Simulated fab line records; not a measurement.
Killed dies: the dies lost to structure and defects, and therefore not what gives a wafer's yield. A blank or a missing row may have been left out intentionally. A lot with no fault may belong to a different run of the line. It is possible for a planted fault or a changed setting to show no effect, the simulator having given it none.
fab line records	flow nandHarc	part 1 of 2: steps 1 to 25 of 41
record: lots: 5	wafers: 15	lastDay: 29
route steps=1302 shown P_M1@287 P_M2@318
lots with no fault: from the same line, run without faults
startH: hours from the record's first day to the start of the lot's first wafer shown	waitH: hours since the lot's step before	" as in the row above	L1.1+2: several wafers, shown together as one row	- no value, or no start was given	* or withheld: withheld	< > ~ a bound
route shown NAME@n: a module of which the file shows steps, and the number in the route of the first	usual: mean/standard deviation taken from wafers without a fault	same: alike in all rows	chamber/n: place in a boat	sites: per-site readings	_std_site: standard deviation of those values	_edge_site: the outer-site mean with the inner-site mean subtracted	radiusMm: for every site, how far away it sits from the centre of the wafer	mask NAME#n: copy n	behind: tool/chamber where the wafer was last shaped	hold: reason for holding the lot/hours on hold/outcome of the hold	device: whichever transistor did not switch (one of n, p or np)	end of line: tests run on the same wafers once the route is complete	a step given without rows: its recipe and nothing more	killed: at the first sort, the dies lost to defects and structure; wafer yield is something else	map: dies across one wafer; x = killed, . = not, _ = none there
set.NAME: the run value of the setting; set.NAME@STEP: its run value at that earlier step	model.NAME: the simulator's own value behind a step, which no gauge read
certain route steps with their lots: each step a table, each wafer a row
services: from which hour (startH, from the record's first day; less than 0 if before it) a tool's chamber was out of use, for how many hours, and why
== steps ==
step: NHARC_P_M1_HMDS_02
recipe: timeS: 30
lot.wafer	tool	chamber	startH	waitH
L078.2+3+4	lithoTrack-04	0	-	-
L081.1+5+6	lithoTrack-01	0	-	-
L084.3+4+5	lithoTrack-06	0	-	-
L085.1+4+5	lithoTrack-04	0	-	-
L087.2+4+5	lithoTrack-04	0	-	-
step: NHARC_P_M1_COAT_34
recipe: tempC: 200	timeS: 65
lot.wafer	tool	chamber	startH	waitH
L078.2+3+4	lithoTrack-04	0	-	-
L081.1+5+6	lithoTrack-01	0	-	-
L084.3+4+5	lithoTrack-06	0	-	-
L085.1+4+5	lithoTrack-04	0	-	-
L087.2+4+5	lithoTrack-04	0	-	-
step: NHARC_P_M1_COAT_03
recipe: spinRpm: 1500	resistThkNm: 90
usual: dispensePressureKPa: 52/4.8
lot.wafer	tool	chamber	startH	waitH	dispensePressureKPa
L078.2	lithoTrack-04	0	-	-	60
L078.3	"	0	"	"	60
L078.4	"	0	"	"	60
L081.1	lithoTrack-01	0	-	-	47
L081.5	"	0	"	"	47
L081.6	"	0	"	"	47
L084.3	lithoTrack-06	0	-	-	50
L084.4	"	0	"	"	50
L084.5	"	0	"	"	50
L085.1	lithoTrack-04	0	-	-	60
L085.4	"	0	"	"	60
L085.5	"	0	"	"	60
L087.2	lithoTrack-04	0	-	-	60
L087.4	"	0	"	"	60
L087.5	"	0	"	"	60
step: NHARC_P_M1_SOFTBAKE_04
recipe: tempC: 105	timeS: 55
lot.wafer	tool	chamber	startH	waitH
L078.2+3+4	lithoTrack-04	0	-	-
L081.1+5+6	lithoTrack-01	0	-	-
L084.3+4+5	lithoTrack-06	0	-	-
L085.1+4+5	lithoTrack-04	0	-	-
L087.2+4+5	lithoTrack-04	0	-	-
step: NHARC_P_M1_EBR_05
lot.wafer	tool	chamber	startH	waitH
L078.2+3+4	lithoTrack-04	0	-	-
L081.1+5+6	lithoTrack-01	0	-	-
L084.3+4+5	lithoTrack-06	0	-	-
L085.1+4+5	lithoTrack-04	0	-	-
L087.2+4+5	lithoTrack-04	0	-	-
step: NHARC_P_M1_EXPOSE_06
recipe: na: 1.35	targetCdNm: 130	doseMj: 81.88	maskId: P_M1
usual: exposureDoseMJCm2: 81.84/0.18
lot.wafer	tool	chamber	startH	waitH	mask	exposureDoseMJCm2
L078.2	arfiScanner-03	0	167.32	-	P_M1#0	81.86
L078.3	"	0	"	"	P_M1#0	81.84
L078.4	"	0	"	"	P_M1#0	81.95
L081.1	arfiScanner-02	0	193.91	-	P_M1#0	82.04
L081.5	"	0	"	"	P_M1#0	82.00
L081.6	"	0	"	"	P_M1#0	82.02
L084.3	arfiScanner-02	0	223.79	-	P_M1#0	82.09
L084.4	"	0	"	"	P_M1#0	82.21
L084.5	"	0	"	"	P_M1#0	82.14
L085.1	arfiScanner-03	0	238.72	-	P_M1#0	81.71
L085.4	"	0	"	"	P_M1#0	81.60
L085.5	"	0	"	"	P_M1#0	81.59
L087.2	arfiScanner-03	0	259.35	-	P_M1#0	81.76
L087.4	"	0	"	"	P_M1#0	81.79
L087.5	"	0	"	"	P_M1#0	81.76
step: NHARC_P_M1_PEB_07
recipe: pebTempC: 100	pebTimeS: 65
lot.wafer	tool	chamber	startH	waitH
L078.2+3+4	lithoTrack-06	0	167.38	0.1
L081.1+5+6	lithoTrack-01	0	193.97	0.1
L084.3+4+5	lithoTrack-04	0	223.84	0.0
L085.1+4+5	lithoTrack-01	0	238.78	0.1
L087.2+4+5	lithoTrack-06	0	259.41	0.1
step: NHARC_P_M1_DEVELOP_08
recipe: developTimeS: 35	devTempC: 23
lot.wafer	tool	chamber	startH	waitH
L078.2+3+4	lithoTrack-06	0	-	-
L081.1+5+6	lithoTrack-01	0	-	-
L084.3+4+5	lithoTrack-04	0	-	-
L085.1+4+5	lithoTrack-01	0	-	-
L087.2+4+5	lithoTrack-06	0	-	-
step: NHARC_P_M1_CD_MEAS_09
recipe: targetCdNm: 130	landingEnergyEv: 500
usual: cdNm: 130.4/0.77
lot.wafer	tool	chamber	startH	waitH	cdNm
L078.2	cdSem-03	0	167.46	-	129.5
L078.3	"	0	"	"	130.1
L078.4	"	0	"	"	130.3
L081.1	cdSem-03	0	194.05	-	131.4
L081.5	"	0	"	"	130.7
L081.6	"	0	"	"	131.1
L084.3	cdSem-02	0	223.93	-	129.1
L084.4	"	0	"	"	128.6
L084.5	"	0	"	"	129.7
L085.1	cdSem-01	0	238.86	-	130.1
L085.4	"	0	"	"	130.4
L085.5	"	0	"	"	131.3
L087.2	cdSem-03	0	259.49	-	130.8
L087.4	"	0	"	"	129.8
L087.5	"	0	"	"	128.8
step: NHARC_P_M1_OVL_MEAS_10
recipe: pitchNm: 260
usual: overlayXNm: 0.1/0.72	overlayYNm: 0.2/0.74
lot.wafer	tool	chamber	startH	waitH	overlayXNm	overlayYNm
L078.2	overlay-01	-	167.54	-	0.4	0.2
L078.3	"	-	"	"	-0.1	0.9
L078.4	"	-	"	"	0.2	0.6
L081.1	overlay-01	-	194.14	-	0.1	0.1
L081.5	"	-	"	"	-0.5	0.2
L081.6	"	-	"	"	-0.2	-0.2
L084.3	overlay-01	-	224.01	-	-0.2	-1.3
L084.4	"	-	"	"	0.2	-1.2
L084.5	"	-	"	"	0.4	-0.9
L085.1	overlay-01	-	238.95	-	1.4	1.0
L085.4	"	-	"	"	1.0	0.8
L085.5	"	-	"	"	0.3	1.0
L087.2	overlay-01	-	259.58	-	-0.8	0.9
L087.4	"	-	"	"	-0.2	0.8
L087.5	"	-	"	"	-0.4	0.8
step: NHARC_P_M1_INSPECT_11
usual: rawDefectCount: 5/3
lot.wafer	tool	chamber	startH	waitH	rawDefectCount
L078.2	defectInspect-02	-	167.58	0.0	4
L078.3	"	-	"	"	5
L078.4	"	-	"	"	4
L081.1	defectInspect-01	-	194.18	0.0	2
L081.5	"	-	"	"	1
L081.6	"	-	"	"	2
L084.3	defectInspect-02	-	224.05	0.0	8
L084.4	"	-	"	"	3
L084.5	"	-	"	"	7
L085.1	defectInspect-02	-	238.98	0.0	2
L085.4	"	-	"	"	3
L085.5	"	-	"	"	1
L087.2	defectInspect-02	-	259.61	0.0	7
L087.4	"	-	"	"	5
L087.5	"	-	"	"	4
step: NHARC_P_M1_DESCUM_14
recipe: timeS: 3	o2FlowSccm: 200	arFlowSccm: 0	biasPowerW: 0	chemistry: O2
usual: drypumpMotorCurrentA: 5.3/0.37	mfcArSccm: 0.006/0.0088	oesProductAu: 0.999/0.0094	rfVppV: 57.6/0.89	showerheadPlenumPTorr: 1.90/0.093	throttleValvePct: 11.310/0.0088
lot.wafer	tool	chamber	startH	waitH	drypumpMotorCurrentA	mfcArSccm	oesProductAu	rfHoursCounterH	rfVppV	showerheadPlenumPTorr	throttleValvePct
L078.3	rieDiel-06	1	167.65	0.1	5.4	0	0.997	2	55.9	1.78	11.307
L078.4	"	2	"	"	5.6	0	0.993	1	55.7	1.92	11.319
L078.2	"	3	"	"	5.5	0	0.996	1	56.5	1.78	11.303
L081.1	rieDiel-06	1	194.29	0.1	5.4	0	1.024	4	56.8	1.78	11.304
L081.6	"	2	"	"	5.6	0	1.008	-	59.1	1.92	11.325
L081.5	"	3	"	"	5.5	0	0.999	-	56.5	1.78	11.305
L084.4	rieDiel-06	0	224.11	0.1	5.2	0.001	0.997	8	57.2	1.85	11.307
L084.3	"	1	"	"	5.4	0	0.998	8	56.9	1.78	11.296
L084.5	"	0	"	"	5.2	0.001	0.999	-	57.9	1.85	11.304
L085.1	rieDiel-09	1	239.05	0.1	5.5	0	0.985	6	57.6	1.83	11.310
L085.4	"	3	"	"	5.6	0.014	1.005	5	57.7	1.87	11.304
L085.5	"	1	"	"	5.5	0	0.992	-	57.5	1.83	11.315
L087.2	rieDiel-09	1	259.67	0.1	5.5	0	0.993	7	57.6	1.83	11.316
L087.4	"	2	"	"	4.6	0.025	1.001	-	57.4	2.04	11.316
L087.5	"	3	"	"	5.7	0.014	1.000	-	56.1	1.87	11.315
step: NHARC_P_M1_ETCH_35
recipe: targetDepthA: 400	overetchA: 120	timeS: 43.94	ionEnergyEv: 200	n2FlowSccm: 150	h2FlowSccm: 150	arFlowSccm: 0	rfW: 400	biasW: 150	chemistry: N2/H2
usual: drypumpMotorCurrentA: 5.3/0.36	mfcArSccm: 0.006/0.0084	oesProductAu: 0.999/0.0094	rfVppV: 430.0/2.7	showerheadPlenumPTorr: 2.02/0.1	throttleValvePct: 14.172/0.01
lot.wafer	tool	chamber	startH	waitH	drypumpMotorCurrentA	mfcArSccm	oesProductAu	rfHoursCounterH	rfVppV	showerheadPlenumPTorr	throttleValvePct
L078.2	rieDiel-06	1	167.72	0.1	5.5	0	1.003	2	427.3	1.89	14.181
L078.4	"	2	"	"	5.6	0	1.002	1	433.1	2.04	14.171
L078.3	"	0	"	"	5.2	0.001	0.991	1	428.4	1.97	14.176
L081.1	rieDiel-06	1	194.40	0.1	5.4	0	1.011	4	426.3	1.89	14.169
L081.5	"	1	"	"	5.5	0	0.994	-	426.9	1.89	14.190
L081.6	"	2	"	"	5.6	0	1.007	-	430.6	2.04	14.165
L084.4	rieDiel-06	0	224.20	0.1	5.2	0.001	1.010	8	426.3	1.97	14.170
L084.3	"	1	"	"	5.4	0	1.010	8	428.0	1.89	14.170
L084.5	"	0	"	"	5.2	0.001	1.002	-	428.3	1.97	14.159
L085.1	rieDiel-09	0	239.14	0.1	5.0	0.003	0.997	6	433.8	2.14	14.185
L085.4	"	1	"	"	5.5	0	0.976	6	428.9	1.95	14.180
L085.5	"	3	"	"	5.7	0.014	1.004	-	428.6	2.00	14.167
L087.2	rieDiel-09	3	259.78	0.1	5.7	0.014	1.009	7	429.1	2.00	14.172
L087.5	"	3	"	"	5.7	0.014	1.013	-	429.5	2.00	14.157
L087.4	"	2	"	"	4.7	0.025	1.004	-	434.2	2.18	14.171
step: NHARC_P_M1_ETCH_15
recipe: targetDepthA: 1825	timeS: 91.2	c4f8FlowSccm: withheld	arFlowSccm: 400	rfW: 600	biasW: 300	chemistry: C4F8/Ar
usual: oesProductAu: 0.953/0.021	rfVppV: 440.3/2.9
lot.wafer	tool	chamber	startH	waitH	oesProductAu	rfHoursCounterH	rfVppV
L078.4	rieDiel-06	2	-	-	0.956	1	441.8
L078.3	"	3	"	"	0.965	1	436.8
L078.2	"	1	"	"	0.947	2	438.4
L081.1	rieDiel-06	2	-	-	0.948	4	440.4
L081.5	"	3	"	"	0.962	-	435.9
L081.6	"	0	"	"	0.953	-	439.5
L084.4	rieDiel-06	1	-	-	0.935	8	436.3
L084.3	"	2	"	"	0.929	8	440.6
L084.5	"	0	"	"	0.932	-	440.3
L085.4	rieDiel-09	1	-	-	0.956	6	437.5
L085.1	"	2	"	"	0.978	5	445.9
L085.5	"	0	"	"	0.958	-	443.7
L087.2	rieDiel-09	3	-	-	0.934	7	440.7
L087.5	"	3	"	"	0.934	-	439.4
L087.4	"	2	"	"	0.932	-	444.8
step: NHARC_P_M1_CD_MEAS_16
usual: cdNm: 130.4/0.96
lot.wafer	tool	chamber	startH	waitH	cdNm
L078.2	cdSem-01	-	167.95	-	129.2
L078.3	"	-	"	"	130.4
L078.4	"	-	"	"	129.8
L081.1	cdSem-01	-	194.62	-	130.9
L081.5	"	-	"	"	130.0
L081.6	"	-	"	"	130.7
L084.3	cdSem-01	-	224.42	-	128.4
L084.4	"	-	"	"	129.3
L084.5	"	-	"	"	130.1
L085.1	cdSem-01	-	239.35	-	130.5
L085.4	"	-	"	"	130.7
L085.5	"	-	"	"	131.8
L087.2	cdSem-02	-	260.02	-	131.7
L087.4	"	-	"	"	129.5
L087.5	"	-	"	"	129.8
step: NHARC_P_M1_STRIP_18
recipe: powerW: 1000	n2FlowSccm: 150	h2FlowSccm: 150	arFlowSccm: 0	biasW: 0	chemistry: N2/H2
usual: drypumpMotorCurrentA: 5.4/0.38	mfcArSccm: 0.006/0.0084	oesProductAu: 1.000/0.0096	rfVppV: 90.8/0.97	showerheadPlenumPTorr: 2.03/0.1	throttleValvePct: 14.171/0.0093
lot.wafer	tool	chamber	startH	waitH	drypumpMotorCurrentA	mfcArSccm	oesProductAu	rfHoursCounterH	rfVppV	showerheadPlenumPTorr	throttleValvePct
L078.2	rieDiel-09	0	168.02	0.1	4.9	0.003	1.003	1	91.1	2.14	14.148
L078.3	"	1	"	"	5.5	0	0.982	1	90.5	1.95	14.165
L078.4	"	3	"	"	5.7	0.014	0.997	1	90.8	2.00	14.162
L081.1	rieDiel-09	3	194.77	0.1	5.7	0.014	1.005	2	90.1	2.00	14.173
L081.5	"	0	"	"	4.9	0.003	1.004	-	91.1	2.14	14.183
L081.6	"	1	"	"	5.5	0	0.981	-	90.5	1.95	14.160
L084.4	rieDiel-09	3	224.54	0.1	5.7	0.014	1.004	4	91.3	2.00	14.170
L084.3	"	0	"	"	4.9	0.003	1.013	4	90.9	2.14	14.174
L084.5	"	1	"	"	5.5	0	0.999	-	90.4	1.95	14.169
L085.1	rieDiel-06	0	239.45	0.1	5.2	0.001	0.994	9	91.2	1.97	14.185
L085.4	"	2	"	"	5.6	0	1.008	8	90.1	2.04	14.175
L085.5	"	0	"	"	5.1	0.001	0.993	-	90.0	1.97	14.155
L087.2	rieDiel-09	3	260.18	0.2	5.7	0.014	0.997	7	90.2	2.00	14.175
L087.4	"	2	"	"	4.6	0.025	0.998	-	93.2	2.18	14.187
L087.5	"	3	"	"	5.7	0.014	1.009	-	90.1	2.00	14.177
step: NHARC_P_M1_ETCH_28
recipe: targetDepthA: 300	overEtchFrac: 0.3	timeS: 72.99	ionEnergyEv: 150	cf4FlowSccm: 50	n2FlowSccm: 100	arFlowSccm: 150	rfW: 300	biasW: 100	chemistry: CF4/N2
usual: drypumpMotorCurrentA: 5.3/0.38	mfcArSccm: 149.9/0.42	oesProductAu: 1.000/0.0094	rfVppV: 313.9/2.4	showerheadPlenumPTorr: 2.61/0.12	throttleValvePct: 19.795/0.0094
same: overEtchFrac: 0.3
lot.wafer	tool	chamber	startH	waitH	drypumpMotorCurrentA	mfcArSccm	oesProductAu	rfHoursCounterH	rfVppV	showerheadPlenumPTorr	throttleValvePct
L078.3	rieDiel-09	3	-	-	5.7	149.8	1.005	1	312.6	2.58	19.798
L078.4	"	0	"	"	5.0	150.4	1.000	1	314.7	2.75	19.807
L078.2	"	1	"	"	5.5	150.0	0.985	1	312.7	2.52	19.803
L081.1	rieDiel-09	3	-	-	5.7	150.4	0.994	2	313.7	2.58	19.792
L081.5	"	1	"	"	5.5	150.0	0.975	-	312.6	2.52	19.800
L081.6	"	2	"	"	4.6	149.7	0.974	-	318.3	2.79	19.808
L084.3	rieDiel-09	2	-	-	4.6	150.1	0.995	4	316.6	2.79	19.791
L084.4	"	0	"	"	4.9	149.9	1.001	4	316.1	2.75	19.787
L084.5	"	3	"	"	5.7	149.5	1.002	-	311.7	2.58	19.791
L085.4	rieDiel-06	2	-	-	5.6	150.6	1.002	8	314.2	2.63	19.796
L085.1	"	3	"	"	5.5	150.0	1.003	7	312.8	2.45	19.808
L085.5	"	2	"	"	5.6	149.9	1.001	-	313.6	2.63	19.787
L087.2	rieDiel-09	1	-	-	5.5	149.8	0.985	7	313.2	2.52	19.799
L087.5	"	2	"	"	4.6	150.3	1.009	-	318.4	2.79	19.800
L087.4	"	1	"	"	5.5	149.5	0.996	-	311.8	2.52	19.796
step: NHARC_P_M1_STRIP_19
recipe: timeS: 600	tempC: 30	chemistry: postEtchResidueRemover
lot.wafer	tool	chamber	startH	waitH
L078.2+4+3	wetBench-10	4,5,0	168.39	-
L081.5+1+6	wetBench-10	5,6,7	195.09	-
L084.4+5+3	wetBench-08	5,6,0	224.87	-
L085.5+4+1	wetBench-08	0,1,3	239.80	-
L087.2+5+4	wetBench-08	1,3,6	260.55	-
step: NHARC_P_M1_DEGAS_29
recipe: tempC: 250	timeS: 60
usual: heaterPowerW: 322/30
lot.wafer	tool	chamber	startH	waitH	heaterPowerW
L078.2	pvdSputter-03	-	168.66	-	331
L078.3	"	-	"	"	374
L078.4	"	-	"	"	303
L081.1	pvdSputter-01	-	195.35	-	335
L081.6	"	-	"	"	346
L081.5	"	-	"	"	355
L084.3	pvdSputter-03	-	225.13	-	362
L084.4	"	-	"	"	302
L084.5	"	-	"	"	358
L085.1	pvdSputter-02	-	240.06	-	336
L085.4	"	-	"	"	324
L085.5	"	-	"	"	319
L087.2	pvdSputter-02	-	260.83	-	325
L087.4	"	-	"	"	257
L087.5	"	-	"	"	312
step: NHARC_P_M1_PRE_CLEAN_30
recipe: timeS: 30	tempC: 280	gas: H2/He
usual: heaterPowerW: 394/39
lot.wafer	tool	chamber	startH	waitH	heaterPowerW
L078.2	pvdSputter-03	-	-	-	462
L078.4	"	-	"	"	375
L078.3	"	-	"	"	374
L081.1	pvdSputter-01	-	-	-	418
L081.6	"	-	"	"	433
L081.5	"	-	"	"	410
L084.3	pvdSputter-03	-	-	-	381
L084.4	"	-	"	"	358
L084.5	"	-	"	"	408
L085.4	pvdSputter-02	-	-	-	394
L085.1	"	-	"	"	315
L085.5	"	-	"	"	385
L087.4	pvdSputter-02	-	-	-	329
L087.2	"	-	"	"	426
L087.5	"	-	"	"	309
step: NHARC_P_M1_PVD_20
recipe: targetThkA: 50	biasV: 168.6	powerW: 15000	chamberPressurePa: 0.12	timeS: 8.06	substrateTempC: 50	material: TaN
usual: throttleValvePct: 29.8/0.99
lot.wafer	tool	chamber	startH	waitH	throttleValvePct
L078.2	pvdSputter-03	-	-	-	31.0
L078.3	"	-	"	"	31.0
L078.4	"	-	"	"	29.6
L081.1	pvdSputter-01	-	-	-	30.0
L081.6	"	-	"	"	30.2
L081.5	"	-	"	"	30.2
L084.3	pvdSputter-03	-	-	-	31.2
L084.4	"	-	"	"	30.7
L084.5	"	-	"	"	31.3
L085.1	pvdSputter-02	-	-	-	28.3
L085.4	"	-	"	"	30.9
L085.5	"	-	"	"	28.1
L087.4	pvdSputter-02	-	-	-	29.5
L087.2	"	-	"	"	28.2
L087.5	"	-	"	"	30.7
step: NHARC_P_M1_PVD_21
recipe: targetThkA: 300	chamberPressurePa: 5	powerW: 5000	substrateTempC: 30	timeS: 20.49	material: Cu
usual: throttleValvePct: 29.7/1
lot.wafer	tool	chamber	startH	waitH	throttleValvePct
L078.3	pvdSputter-03	-	-	-	29.9
L078.4	"	-	"	"	29.7
L078.2	"	-	"	"	31.3
L081.1	pvdSputter-01	-	-	-	29.7
L081.6	"	-	"	"	30.5
L081.5	"	-	"	"	29.5
L084.4	pvdSputter-03	-	-	-	29.2
L084.3	"	-	"	"	30.9
L084.5	"	-	"	"	29.8
L085.1	pvdSputter-02	-	-	-	28.1
L085.4	"	-	"	"	30.5
L085.5	"	-	"	"	30.8
L087.4	pvdSputter-02	-	-	-	27.9
L087.2	"	-	"	"	29.7
L087.5	"	-	"	"	28.0
step: NHARC_P_M1_ECD_22
recipe: targetThkA: 4000	bathTempC: 25	material: Cu
lot.wafer	tool	chamber	startH	waitH
L078.2+4+3	ecdCu-01	0,1,0	169.06	-
L081.1+5+6	ecdCu-02	0,0,1	195.69	-
L084.3+4+5	ecdCu-02	0,1,1	225.58	-
L085.1+4+5	ecdCu-02	0	240.47	-
L087.2+4+5	ecdCu-01	1,0,0	261.22	-
step: NHARC_P_M1_ANNEAL_31
recipe: tempC: 225	timeS: 90
usual: annealTempCMax: 226.1/0.31	wafer_temp_C_max: 225.96/0.23
lot.wafer	tool	chamber	startH	waitH	annealTempCMax	wafer_temp_C_max
L078.2	rtpAnneal-02	0	169.44	0.3	226.0	225.79
L078.3	"	0	"	"	226.0	225.85
L078.4	"	0	"	"	225.7	226.30
L081.1	rtpAnneal-01	0	196.14	-	226.3	225.60
L081.5	"	0	"	"	226.2	225.62
L081.6	"	0	"	"	226.9	226.10
L084.3	rtpAnneal-02	0	225.97	-	226.4	226.49
L084.4	"	0	"	"	226.0	226.05
L084.5	"	0	"	"	225.8	225.91
L085.1	rtpAnneal-02	0	240.80	0.3	225.5	225.98
L085.4	"	0	"	"	225.5	225.86
L085.5	"	0	"	"	225.7	225.91
L087.2	rtpAnneal-02	0	261.60	-	226.0	225.87
L087.4	"	0	"	"	226.1	225.78
L087.5	"	0	"	"	225.6	225.60
step: NHARC_P_M1_CMP_23
recipe: tOverpolishS: 20	targetThkNm: 157.82
usual: motorCurrentA: 12.5/1.5	timeToEndpointS: 28.7/2.6
lot.wafer	tool	chamber	startH	waitH	motorCurrentA	timeToEndpointS
L078.4	cmp-01	0	169.73	-	12.8	31.0
L078.2	"	1	"	"	13.7	28.8
L078.3	"	2	"	"	10.1	28.1
L081.1	cmp-01	0	196.51	-	12.6	31.4
L081.5	"	3	"	"	15.1	27.8
L081.6	"	0	"	"	12.5	30.2
L084.4	cmp-04	3	226.22	-	10.9	25.0
L084.3	"	0	"	"	13.3	29.2
L084.5	"	3	"	"	10.3	24.9
L085.4	cmp-01	1	241.20	-	13.1	28.5
L085.1	"	2	"	"	10.6	27.5
L085.5	"	3	"	"	14.6	28.8
L087.2	cmp-02	2	261.92	-	11.5	33.6
L087.4	"	0	"	"	14.2	29.2
L087.5	"	2	"	"	11.4	31.7
